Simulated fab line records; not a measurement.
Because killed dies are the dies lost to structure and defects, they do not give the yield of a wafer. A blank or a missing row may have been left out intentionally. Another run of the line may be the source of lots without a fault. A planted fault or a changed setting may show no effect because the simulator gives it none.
Comparing a struck lot with a sound one | flow n5 finfet | 37 out of 1938 route steps
Sound: wafers L449.3, L449.4, L449.6. Struck: wafer L436.4 (left out: L436.1, L436.3 of the same lot, which were not struck); the cause appears at the end.
Order at every step that has rows: each side's tool, ch and its chambers, its first start. Under that, the readings that differ: sound wafers | struck wafers | difference of the means | sigmas: that difference in standard deviations of wafers without a fault.
alike: a reading whose means differ by less than 2 such deviations, as well as words and numbers matching on both sides. not compared: withheld readings; readings where some wafer has no value; bounds like >300 that might hide an equal value; numbers whose values overlap and for which the record gives no deviation.
A row with sigmas, a row that says differs or no value, or rows on one side alone: a step with any of these is where the two part. Numbers that don't overlap but have no deviation are shown without sigmas and don't part them. A reading that every wafer of one side lacks parts them only if that side has two wafers or more.

first, 9 steps without rows for these wafers: N5_SDB_SOFTBAKE_06 (time 60 s); N5_SDB_EXPOSE_08 (exposes mask SDB); N5_SDB_PEB_09 (peb time 60 s); N5_SDB_DEVELOP_10 (develop time 30 s); N5_SDB_DESCUM_16 (chemistry O2, time 7.9 s); N5_SDB_ETCH_17 (etches SiARC in CF4, target depth 23.4 nm, time 39 s); N5_SDB_ETCH_18 (etches SOC in N2/H2, target depth 100 nm, overetch 20 nm, time 150 s); N5_SDB_STRIP_19 (strips in N2/H2); N5_SDB_STRIP_21 (strips in CF4).
N5_SDB_HM_OPEN_20: chemistry CH3F/O2, target SiNx, stops on poly-Si, target depth 24 nm.
  sound on rie diel-01 ch 0,1,2, day 9 06:02; struck on rie diel-04 ch 0, day 6 00:29
  alike: drypump motor current A, mfc ar sccm, oes_o_777_au, oes product au, rf vpp V, showerhead plenum p Torr, throttle valve pct
  not compared: rf hours counter h
then, 26 steps without rows for these wafers: N5_SDB_STRIP_22 (strips in N2/H2); N5_SDB_PRECLEAN_23 (cleans in dHF, time 30 s); N5_SDB_DUMMY_REMOVE_24 (chemistry TMAH, target poly-Si, stops on SiO2, target depth 142 nm, time 57 s, rinse time 30 s); N5_SDB_ETCH_25 (etches SiO2 in C4F6/O2, target depth 10 nm, time 3.3 s); N5_SDB_CUT_ETCH_26 (etches Si in HBr/Cl2/O2, target depth 129.6 nm, bt time 20 s, time 51.8 s); N5_SDB_PRECLEAN_38 (cleans in dHF, time 10 s); N5_SDB_PRECLEAN_39 (cleans in O3/DIW, time 45 s); N5_SDB_SRD_28 (time 30 s); N5_SDB_ALD_29 (deposits SiNx, target thk 30 nm, pulse time 1 s, ald cycles 600); N5_SDB_CMP_30 (polishes, stops on poly-Si, t overpolish 1.54 s, target thk 30 nm); N5_DUMMY_REMOVAL_HM_STRIP_01 (strips SiNx in CH3F/O2, stops on poly-Si, target depth 4 nm, time 6.8 s); N5_DUMMY_REMOVAL_STRIP_10 (strips in N2/H2, time 40 s); N5_DUMMY_REMOVAL_PRECLEAN_07 (cleans in dHF, time 30 s); N5_DUMMY_REMOVAL_DUMMY_REMOVE_02 (chemistry TMAH, target poly-Si, stops on SiO2, target depth 142 nm, time 57 s, rinse time 30 s); N5_DUMMY_REMOVAL_PRECLEAN_08 (cleans in NF3:NH3, afs cycles 2, time 20 s, sublimation time 60 s); N5_DUMMY_REMOVAL_PRECLEAN_04 (cleans in DHF, time 37 s); N5_DUMMY_REMOVAL_SRD_05 (time 30 s); N5_HKMG_FIN_IL_REGROW_00 (material SiO2, chemistry O3, target thk 0.75 nm, time 30 s); N5_HKMG_FIN_HK_ALD_01 (deposits HfO2, target thk 1.6 nm, pulse time 3 s, purge time 3 s); N5_HKMG_FIN_HK_ANNEAL_02 (time 30 s); N5_HKMG_FIN_ALD_74 (deposits La2O3, target thk 0.5 nm, pulse time 6 s, co reactant pulse time 1 s); N5_HKMG_FIN_ALD_75 (deposits Al2O3, target thk 1 nm, co reactant pulse time 1 s); N5_HKMG_FIN_COAT_41 (time 60 s, resist thk 300 nm); N5_HKMG_FIN_COAT_42 (time 60 s, resist thk 35 nm); N5_HKMG_FIN_COAT_43 (resist thk 90 nm); N5_HKMG_FIN_EBR_45.
-- the record jumps here: 9 days lie between the struck wafers' starts before and after (it left off in module HKMG_FIN and takes up again in module PASSIVATION, whose first step shown is number 1936 of the route) --
N5_PASSIVATION_PROBE_49:
  record: rows for the struck wafers here (prober-01, day 15 10:19), none for the sound ones

WHERE THEY PART
N5_PASSIVATION_PROBE_49 only, going by this record.

WHY: the cause the simulator had injected
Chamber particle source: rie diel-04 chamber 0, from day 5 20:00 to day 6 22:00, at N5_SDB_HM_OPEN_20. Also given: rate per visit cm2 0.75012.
